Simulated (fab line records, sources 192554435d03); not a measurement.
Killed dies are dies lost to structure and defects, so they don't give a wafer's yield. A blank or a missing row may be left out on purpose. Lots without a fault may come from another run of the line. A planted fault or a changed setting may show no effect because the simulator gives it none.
Which tool did it? | flow n5_finfet | 10 lots, 30 wafers sampled, at 5 steps of a route of 1938

WHAT THE GAUGES READ, wafer by wafer
N5_BEOL_M13_INSPECT_55: inspects for defects (darkfield).
lot  | measured     | on                | raw_defect_count
L896 | day 10 13:05 | defect_inspect-01 | 69 55 53
L897 | day 11 06:01 | defect_inspect-02 | 56 52 122
L901 | day 11 13:46 | defect_inspect-01 | 62 52 92
L903 | day 12 07:44 | defect_inspect-01 | 49 58 56
L904 | day 12 21:17 | defect_inspect-02 | 242 117 84
L908 | day 13 18:55 | defect_inspect-01 | 107 86 84
L911 | day 15 03:50 | defect_inspect-02 | 934 892 920
L914 | day 15 12:25 | defect_inspect-01 | 887 945 911
L917 | day 16 10:30 | defect_inspect-02 | 70 58 60
L919 | day 16 16:26 | defect_inspect-01 | 81 86 72

WHICH TOOL RAN EACH LOT (tool, then ch and the chambers of the sampled wafers, then the start)
lot  | N5_BEOL_M13_TRENCH_ETCH_34         | N5_BEOL_M13_SPUTTER_45       | N5_BEOL_M13_CMP_49            | N5_BEOL_M13_PRE_CLEAN_52
L896 | rie_diel-04 ch 0,1, day 10 11:05   | pvd_sputter-02, day 10 12:03 | cmp-02 ch 2,3, day 10 12:38   | pecvd-02 ch 1,2, day 10 12:58
L897 | rie_diel-04 ch 1,3, day 11 03:20   | pvd_sputter-01, day 11 04:31 | cmp-01 ch 0,2,3, day 11 05:38 | pecvd-02 ch 0,1,2, day 11 05:54
L901 | rie_diel-04 ch 0,1,2, day 11 10:34 | pvd_sputter-02, day 11 12:44 | cmp-04 ch 0,2, day 11 13:19   | pecvd-04 ch 0,2, day 11 13:39
L903 | rie_diel-05 ch 1,2, day 12 04:49   | pvd_sputter-03, day 12 06:42 | cmp-04 ch 1,2, day 12 07:17   | pecvd-03 ch 1,2, day 12 07:37
L904 | rie_diel-02 ch 0,2, day 12 14:52   | pvd_sputter-01, day 12 20:16 | cmp-02 ch 1,3, day 12 20:52   | pecvd-04 ch 0,1, day 12 21:10
L908 | rie_diel-02 ch 0,1, day 13 16:26   | pvd_sputter-03, day 13 17:53 | cmp-01 ch 0,2,3, day 13 18:30 | pecvd-02 ch 0,2, day 13 18:47
L911 | rie_diel-02 ch 0,1,2, day 14 23:11 | pvd_sputter-02, day 15 02:48 | cmp-01 ch 0,1,2, day 15 03:26 | pecvd-02 ch 0,2, day 15 03:43
L914 | rie_diel-04 ch 0,1, day 15 07:57   | pvd_sputter-01, day 15 11:01 | cmp-02 ch 2,3, day 15 12:00   | pecvd-02 ch 0,1,2, day 15 12:18
L917 | rie_diel-04 ch 2,3, day 16 06:16   | pvd_sputter-01, day 16 09:22 | cmp-01 ch 1,3, day 16 10:03   | pecvd-03 ch 0,1, day 16 10:23
L919 | rie_diel-02 ch 0,2,3, day 16 12:20 | pvd_sputter-02, day 16 15:25 | cmp-02 ch 1,3, day 16 15:59   | pecvd-04 ch 0,2, day 16 16:19
- N5_BEOL_M13_TRENCH_ETCH_34: etches SiOC in C4F8/O2/Ar, target depth 413.47 nm, time 162.6 s.
- N5_BEOL_M13_SPUTTER_45: material Cu, target thk 80 nm, time 13.33 s.
- N5_BEOL_M13_CMP_49: polishes, stops on SiOC, t overpolish 17.1 s, target thk 420 nm.
- N5_BEOL_M13_PRE_CLEAN_52: time 15 s.

WHAT THE TOOLS THEMSELVES READ (means of the sampled wafers that have a number; where no wafer has one, the mark that the record gives instead)
N5_BEOL_M13_TRENCH_ETCH_34.
lot  | tool        | drypump_motor_current_A (A) | he_inner_torr (Torr) | oes_product_au (a.u.) | rf_vpp_V (V) | showerhead_plenum_p_Torr (Torr) | throttle_valve_pct (%)
L896 | rie_diel-04 | 5.2                         | 15.012               | 0.81                  | 664.8        | 3.41                            | 24.32
L897 | rie_diel-04 | 5.2                         | 14.995               | 0.89                  | 665.4        | 3.45                            | 24.08
L901 | rie_diel-04 | 5.5                         | 14.982               | 0.76                  | 664.8        | 3.39                            | 24.41
L903 | rie_diel-05 | 6.0                         | 14.959               | 0.67                  | 667.8        | 3.50                            | 24.14
L904 | rie_diel-02 | 6.0                         | 14.975               | 0.71                  | 666.2        | 3.42                            | 24.36
L908 | rie_diel-02 | 6.0                         | 14.999               | 0.73                  | 662.4        | 3.31                            | 24.55
L911 | rie_diel-02 | 6.0                         | 15.014               | 0.70                  | 665.3        | 3.38                            | 24.45
L914 | rie_diel-04 | 5.3                         | 14.969               | 0.73                  | 662.9        | 3.33                            | 24.37
L917 | rie_diel-04 | 5.9                         | 15.001               | 0.76                  | 663.6        | 3.39                            | 24.31
L919 | rie_diel-02 | 6.0                         | 14.993               | 0.77                  | 664.8        | 3.40                            | 24.18

N5_BEOL_M13_SPUTTER_45.
lot  | tool           | bias_v (V) | cathode_dc_power_W (W) | chamber_pressure_pa (Pa) | throttle_valve_pct (%)
L896 | pvd_sputter-02 | 59.9       | 25999                  | 0.12997                  | 30.2
L897 | pvd_sputter-01 | 60.2       | 26000                  | 0.12976                  | 30.8
L901 | pvd_sputter-02 | 59.9       | 25999                  | 0.12990                  | 30.5
L903 | pvd_sputter-03 | 60.3       | 26003                  | 0.13011                  | 30.2
L904 | pvd_sputter-01 | 60.1       | 25999                  | 0.12985                  | 30.7
L908 | pvd_sputter-03 | 59.9       | 25998                  | 0.13017                  | 29.5
L911 | pvd_sputter-02 | 59.6       | 26000                  | 0.13005                  | 29.8
L914 | pvd_sputter-01 | 59.2       | 26008                  | 0.12969                  | 31.5
L917 | pvd_sputter-01 | 60.3       | 25999                  | 0.13018                  | 30.6
L919 | pvd_sputter-02 | 59.9       | 25991                  | 0.12999                  | 30.1

N5_BEOL_M13_CMP_49.
lot  | tool   | barrier_field_endpoint_s (s) | clearing_platen_rpm (rpm) | head_pressure_psi (psi) | motor_current_A (A) | overpolish_run_s (s) | platen_rpm (rpm)
L896 | cmp-02 | 30.4                         | 50.026                    | 0.9997                  | 6.2                 | 17.101               | 49.986
L897 | cmp-01 | 31.7                         | 50.011                    | 0.9998                  | 6.7                 | 17.087               | 50.012
L901 | cmp-04 | 30.4                         | 49.988                    | 1.0009                  | 5.5                 | 17.096               | 49.978
L903 | cmp-04 | 29.3                         | 50.005                    | 1.0014                  | 6.0                 | 17.105               | 49.986
L904 | cmp-02 | 30.0                         | 50.006                    | 1.0013                  | 6.2                 | 17.104               | 50.009
L908 | cmp-01 | 30.5                         | 50.024                    | 0.9996                  | 6.6                 | 17.092               | 50.017
L911 | cmp-01 | 31.2                         | 49.999                    | 0.9998                  | 5.9                 | 17.098               | 49.998
L914 | cmp-02 | 29.9                         | 50.003                    | 0.9987                  | 6.0                 | 17.103               | 50.016
L917 | cmp-01 | 31.3                         | 50.018                    | 0.9985                  | 5.9                 | 17.097               | 50.008
L919 | cmp-02 | 30.5                         | 50.005                    | 0.9991                  | 6.3                 | 17.109               | 50.013

THE ANSWER, worked out from the rows above alone
Rule: what is usual is taken from the lots themselves. Put in order of their means at a reading, lots are off if they are a third of the lots or fewer, leave a main group of 4 or more, and stand apart from it by a gap of 3 or more times the standard deviation of the main group's means; of several such gaps the widest counts. A main group whose means are all the same, to the digits that the tables above print for the reading, isn't used. A lot without any number at a reading at which 4 lots or more have one is off too. The other lots that the step has rows for count as sound. The gauges are gone through in route order, then the tools' own readings, and for those a lot's mean is taken as printed above. The first step at which some lot is off is used, and at that step the reading that is off furthest; a lot without a number counts as furthest.
Off: L911, L914, at N5_BEOL_M13_INSPECT_55 (raw_defect_count). The main group: mean 80, standard deviation 28.
A tool fits if, at a process step before that reading, it ran every lot that is off, and no sound lot after the first of them. The gauges at N5_BEOL_M13_INSPECT_55 are tried like those tools. One fits: pecvd-02 at N5_BEOL_M13_PRE_CLEAN_52. Its last sound lot is L908 (day 13 18:47), its first lot that is off L911 (day 15 03:43): a fault that began between those two fits.

WHAT THE SIMULATOR HAD PUT IN
Chamber particle source: pecvd-02, from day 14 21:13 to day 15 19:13, at N5_BEOL_M13_PRE_CLEAN_52. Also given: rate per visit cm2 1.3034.
Lots struck among those shown: L911, L914. The rule above found the same.
